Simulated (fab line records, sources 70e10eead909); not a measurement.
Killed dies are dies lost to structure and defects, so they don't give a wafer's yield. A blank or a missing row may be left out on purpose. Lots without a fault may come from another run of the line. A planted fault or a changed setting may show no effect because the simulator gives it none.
fab line records | flow nand_harc
record lots=14 wafers=42 last_day=25
route steps=1159 shown A_CONTACT@963 A_BLC@981 A_M0@1001
lots that met no fault: from a run of the same line without faults
start_h: hours from the record's first day to the start of the lot's first wafer shown | wait_h: hours since the lot's step before | " the same as in the row above | L1.1+2: a row that stands for several wafers | - no value, or no start given | * or withheld: withheld | < > ~ a bound
route shown NAME@n: a module of which the file shows steps, and the number in the route of the first | usual: mean/standard deviation of fault-free wafers | same: alike in all rows | chamber/n: place in a boat | sites: the reading at each site | _std_site: their standard deviation | _edge_site: outer sites' mean less inner sites' | radius_mm: how far each site lies from the wafer's centre | mask NAME#n: copy n | behind: the tool/chamber that last shaped the wafer | hold: why the lot was held/for how many hours/how that ended | device: the transistor (n, p or np) that didn't switch | end of line: the same wafers' tests at the end of the route | a step without rows: its recipe alone | killed: dies lost to structure and defects at the first sort, not the wafer's yield | map: a wafer's dies, x killed, . not, _ none there
set.NAME: the setting as run; set.NAME@STEP: as run at that earlier step | model.NAME: the simulator's own value behind a step, which no gauge read
steps of the route over a sample of lots; a table a step, a row a wafer
services: from which hour (start_h, from the record's first day; less than 0 if before it) a tool's chamber was out of use, for how many hours, and why
## steps
# step NHARC_A_CONTACT_INSPECT_23
# usual raw_defect_count=412/160
# columns lot.wafer tool chamber start_h wait_h raw_defect_count
L219.3 defect_inspect-01 - 411.12 0.1 553
L219.4 " - " " 299
L219.5 " - " " 270
L220.1 defect_inspect-02 - 414.31 0.1 362
L220.3 " - " " 305
L220.6 " - " " 274
L221.1 defect_inspect-01 - 415.51 0.1 456
L221.2 " - " " 409
L221.5 " - " " 473
L223.2 defect_inspect-01 - 442.73 0.1 397
L223.5 " - " " 561
L223.6 " - " " 412
L222.1 defect_inspect-02 - 442.77 0.1 259
L222.3 " - " " 284
L222.5 " - " " 412
L224.1 defect_inspect-02 - 448.85 0.1 317
L224.2 " - " " 250
L224.6 " - " " 338
L226.2 defect_inspect-02 - 452.67 0.1 414
L226.3 " - " " 312
L226.4 " - " " 553
L228.2 defect_inspect-01 - 459.67 0.1 263
L228.4 " - " " 307
L228.5 " - " " 224
L229.2 defect_inspect-01 - 496.98 0.1 384
L229.4 " - " " 329
L229.6 " - " " 612
L233.1 defect_inspect-01 - 510.38 0.1 339
L233.3 " - " " 411
L233.6 " - " " 298
L236.2 defect_inspect-01 - 511.14 0.1 610
L236.3 " - " " 434
L236.4 " - " " 499
L235.1 defect_inspect-01 - 536.75 0.1 780
L235.2 " - " " 561
L235.5 " - " " 625
L240.1 defect_inspect-01 - 537.49 0.1 415
L240.4 " - " " 463
L240.5 " - " " 505
L231.1 defect_inspect-01 - 543.60 0.1 801
L231.2 " - " " 633
L231.6 " - " " 677
# step NHARC_A_BLC_CD_MEAS_19
# usual cd_nm=100.2/2.6
# columns lot.wafer tool chamber start_h wait_h cd_nm
L219.3 cd_sem-02 - 412.67 - 97.6
L219.4 " - " " 94.7
L219.5 " - " " 98.8
L220.1 cd_sem-02 - 415.98 - 98.8
L220.3 " - " " 102.6
L220.6 " - " " 100.4
L221.1 cd_sem-02 - 417.08 - 100.5
L221.2 " - " " 99.3
L221.5 " - " " 97.9
L223.2 cd_sem-01 - 444.27 - 101.3
L223.5 " - " " 97.0
L223.6 " - " " 106.1
L222.1 cd_sem-02 - 444.43 - 102.0
L222.3 " - " " 101.3
L222.5 " - " " 103.6
L224.1 cd_sem-02 - 450.53 - 98.0
L224.2 " - " " 99.6
L224.6 " - " " 94.5
L226.2 cd_sem-01 - 454.34 - 102.3
L226.3 " - " " 96.2
L226.4 " - " " 99.7
L228.2 cd_sem-03 - 461.47 - 98.4
L228.4 " - " " 99.3
L228.5 " - " " 100.5
L229.2 cd_sem-01 - 498.64 - 101.0
L229.4 " - " " 105.0
L229.6 " - " " 102.1
L233.1 cd_sem-03 - 512.03 - 97.8
L233.3 " - " " 99.6
L233.6 " - " " 98.3
L236.2 cd_sem-01 - 512.81 - 98.6
L236.3 " - " " 102.3
L236.4 " - " " 103.0
L235.1 cd_sem-03 - 538.41 - 98.2
L235.2 " - " " 100.2
L235.5 " - " " 96.7
L240.1 cd_sem-03 - 539.34 - 99.8
L240.4 " - " " 99.3
L240.5 " - " " 102.6
L231.1 cd_sem-03 - 545.27 - 102.2
L231.2 " - " " 104.2
L231.6 " - " " 102.7
# step NHARC_A_M0_EXPOSE_06
# recipe na=1.35 target_cd_nm=80 dose_mj=83.25 mask_id=A_M0
# usual exposure_dose_mJ_cm2=83.18/0.076 focus_offset_nm=0.0/0.49
# columns lot.wafer tool chamber start_h wait_h mask exposure_dose_mJ_cm2 focus_offset_nm
L219.3 arfi_scanner-01 0 417.11 - A_M0#0 83.25 0.4
L219.4 " 0 " " A_M0#0 83.22 -0.6
L219.5 " 0 " " A_M0#0 83.06 0.2
L220.1 arfi_scanner-03 0 423.08 - A_M0#0 83.11 -0.7
L220.3 " 0 " " A_M0#0 83.13 -0.9
L220.6 " 0 " " A_M0#0 83.17 -0.3
L221.1 arfi_scanner-02 0 423.23 - A_M0#0 83.23 -0.8
L221.2 " 0 " " A_M0#0 83.31 -0.2
L221.5 " 0 " " A_M0#0 83.23 -1.1
L223.2 arfi_scanner-01 0 447.03 - A_M0#0 83.08 0.4
L223.5 " 0 " " A_M0#0 83.11 0.3
L223.6 " 0 " " A_M0#0 83.19 0.8
L222.1 arfi_scanner-02 0 447.84 - A_M0#0 83.10 0.4
L222.3 " 0 " " A_M0#0 83.16 -0.1
L222.5 " 0 " " A_M0#0 83.20 0.1
L224.1 arfi_scanner-03 0 453.93 - A_M0#0 83.15 -0.4
L224.2 " 0 " " A_M0#0 83.10 -0.5
L224.6 " 0 " " A_M0#0 83.02 -0.1
L226.2 arfi_scanner-02 0 458.14 - A_M0#0 83.17 -0.7
L226.3 " 0 " " A_M0#0 83.28 -0.4
L226.4 " 0 " " A_M0#0 83.22 0.7
L228.2 arfi_scanner-03 0 469.91 - A_M0#0 83.12 -1.1
L228.4 " 0 " " A_M0#0 83.02 -0.3
L228.5 " 0 " " A_M0#0 83.14 -0.1
L229.2 arfi_scanner-01 0 511.71 - A_M0#0 83.23 0.1
L229.4 " 0 " " A_M0#0 83.14 0.4
L229.6 " 0 " " A_M0#0 83.25 -0.3
L233.1 arfi_scanner-02 0 522.57 - A_M0#0 83.24 0.2
L233.3 " 0 " " A_M0#0 83.32 0.2
L233.6 " 0 " " A_M0#0 83.25 0.0
L236.2 arfi_scanner-02 0 522.88 - A_M0#0 83.27 0.1
L236.3 " 0 " " A_M0#0 83.26 0.3
L236.4 " 0 " " A_M0#0 83.16 0.0
L235.1 arfi_scanner-02 - 544.87 - A_M0#0 - -
L235.2 " - " " A_M0#0 - -
L235.5 " - " " A_M0#0 - -
L240.1 arfi_scanner-01 - 545.18 - A_M0#0 - -
L240.4 " - " " A_M0#0 - -
L240.5 " - " " A_M0#0 - -
L231.1 arfi_scanner-02 0 558.86 - A_M0#0 83.23 -1.7
L231.2 " 0 " " A_M0#0 83.22 -1.1
L231.6 " 0 " " A_M0#0 83.21 -0.7
# step NHARC_A_M0_STRIP_18
# recipe power_w=1000 n2_flow_sccm=150 h2_flow_sccm=150 ar_flow_sccm=0 bias_w=0 chemistry=N2/H2
# usual drypump_motor_current_A=5.6/0.44 mfc_ar_sccm=0.010/0.011 oes_product_au=0.998/0.011 rf_vpp_V=90.5/0.89 showerhead_plenum_p_Torr=2.02/0.067 throttle_valve_pct=14.171/0.0095
# columns lot.wafer tool chamber start_h wait_h drypump_motor_current_A mfc_ar_sccm oes_product_au rf_hours_counter_h rf_vpp_V showerhead_plenum_p_Torr throttle_valve_pct
L219.3 rie_diel-01 0 417.84 0.1 6.4 0.013 1.008 4 92.1 2.05 14.169
L219.4 " 2 " " 5.1 0.005 1.019 - 90.4 2.08 14.183
L219.5 " 1 " " 5.6 0 1.000 - 89.9 2.07 14.164
L220.1 rie_diel-01 1 423.81 0.1 5.6 0 0.998 5 90.0 2.07 14.164
L220.3 " 2 " " 5.0 0.005 1.016 5 89.6 2.08 14.167
L220.6 " 1 " " 5.7 0 1.000 - 90.9 2.07 14.163
L221.1 rie_diel-01 2 424.05 0.1 5.1 0.005 0.990 5 90.1 2.08 14.165
L221.2 " 3 " " 5.5 0.034 0.995 5 90.1 1.92 14.178
L221.5 " 2 " " 5.1 0.005 1.006 - 91.5 2.07 14.162
L223.2 rie_diel-10 0 447.80 0.1 6.0 0.012 0.990 5 90.0 1.99 14.168
L223.5 " 1 " " 5.3 0 0.977 - 89.2 1.99 14.170
L223.6 " 2 " " 6.1 0.009 1.005 - 90.6 2.06 14.181
L222.1 rie_diel-10 0 448.56 0.1 5.9 0.012 0.990 5 90.0 1.99 14.169
L222.3 " 2 " " 6.1 0.009 1.006 3 91.0 2.06 14.147
L222.5 " 3 " " 5.1 0 1.005 - 89.7 2.03 14.182
L224.2 rie_diel-01 3 454.64 0.1 5.5 0.034 1.016 7 89.6 1.92 14.159
L224.1 " 2 " " 5.1 0.005 1.013 10 90.6 2.07 14.168
L224.6 " 0 " " 6.3 0.013 1.016 - 91.1 2.05 14.171
L226.4 rie_diel-01 1 458.90 0.1 5.6 0 0.998 9 91.4 2.06 14.176
L226.3 " 3 " " 5.6 0.034 1.012 7 89.6 1.92 14.184
L226.2 " 0 " " 6.4 0.013 1.016 8 91.8 2.05 14.170
L228.2 rie_diel-05 2 471.11 0.1 5.7 0.027 0.990 10 87.9 1.89 14.162
L228.4 " 3 " " 6.0 0.029 0.984 10 91.7 2.11 14.178
L228.5 " 1 " " 4.9 0.025 0.994 - 91.2 2.10 14.181
L229.4 rie_diel-05 1 512.46 0.1 4.9 0.025 0.997 13 89.8 2.09 14.175
L229.2 " 2 " " 5.8 0.027 0.986 13 89.9 1.89 14.158
L229.6 " 3 " " 6.0 0.029 0.979 - 91.1 2.11 14.171
L233.1 rie_diel-01 2 523.29 0.1 5.1 0.005 0.992 1 90.5 2.07 14.183
L233.3 " 3 " " 5.5 0.034 0.996 1 89.8 1.92 14.149
L233.6 " 1 " " 5.6 0 0.989 - 91.3 2.06 14.169
L236.2 rie_diel-01 3 523.62 0.1 5.6 0.034 0.990 1 89.1 1.92 14.167
L236.4 " 0 " " 6.3 0.013 0.998 1 91.1 2.05 14.173
L236.3 " 1 " " 5.6 0 0.983 1 89.4 2.06 14.186
L235.1 rie_diel-01 3 545.57 0.1 5.6 0.034 0.999 2 90.2 1.92 14.166
L235.2 " 2 " " 5.1 0.005 1.007 2 89.4 2.07 14.177
L235.5 " 0 " " 6.4 0.013 1.007 - 92.1 2.05 14.156
L240.1 rie_diel-10 1 545.91 0.1 5.3 0 0.987 0 90.4 1.99 14.165
L240.4 " 0 " " 5.9 0.012 0.980 0 90.6 1.99 14.177
L240.5 " 1 " " 5.3 0 0.988 - 88.4 1.99 14.176
L231.1 rie_diel-10 1 559.60 0.1 5.3 0 0.979 2 90.0 1.98 14.163
L231.2 " 3 " " 5.1 0 1.017 2 90.5 2.03 14.172
L231.6 " 2 " " 6.1 0.009 1.000 - 90.1 2.06 14.166
## services
# columns tool chamber start_h hours kind
rie_diel-01 0 397.32 - clean
rie_diel-01 1 397.32 - clean
rie_diel-10 2 397.82 11.9 repair
rie_diel-01 3 417.50 6.4 repair
arfi_scanner-01 - 427.65 15.9 repair
arfi_scanner-02 - 428.00 4.0 pm
rie_diel-01 3 435.57 9.0 repair
arfi_scanner-03 - 438.50 2.0 repair
arfi_scanner-01 - 454.85 1.1 repair
rie_diel-10 0 456.52 8.1 repair
arfi_scanner-01 - 471.41 2.1 repair
rie_diel-10 - 473.57 0.6 repair
rie_diel-01 0 476.86 2.6 repair
arfi_scanner-03 - 484.00 4.0 pm
rie_diel-01 - 491.80 9.0 pm
arfi_scanner-03 - 510.94 4.9 repair
rie_diel-01 - 515.22 0.3 repair
rie_diel-05 - 517.75 9.0 pm
arfi_scanner-01 - 523.44 1.1 repair
arfi_scanner-01 - 527.11 1.3 repair
rie_diel-10 - 530.50 9.0 pm
arfi_scanner-01 - 540.00 4.0 pm
rie_diel-05 3 545.94 58.8 repair
arfi_scanner-01 - 550.40 36.2 repair
## key
first_sign step=NHARC_A_M0_EXPOSE_06 reading=tool_record direction=missing
effect none on later readings
met_at NHARC_A_M0_EXPOSE_06
struck_lots L235,L240
later_rows_left_out L235.1,L235.2,L235.5,L240.1,L240.4,L240.5
sort_left_out L235.1,L235.2,L235.5,L240.1,L240.4,L240.5
not_acting_at NHARC_A_CONTACT_INSPECT_23,NHARC_A_BLC_CD_MEAS_19,NHARC_A_M0_STRIP_18
onset_between 522.88 544.87
fault kind=skipped_step_whole tool=arfi_scanner-01,arfi_scanner-02 chamber=- onset_h=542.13 steps=NHARC_A_M0_EXPOSE_06 scope=struck_lots_only
# sort_left_out: the simulated sort isn't trusted on such a fault, so these wafers' sort isn't shown, and their yield isn't known
# later_rows_left_out: the simulator's readings of these wafers behind a module that went badly wrong aren't trusted and aren't shown, but for the sort
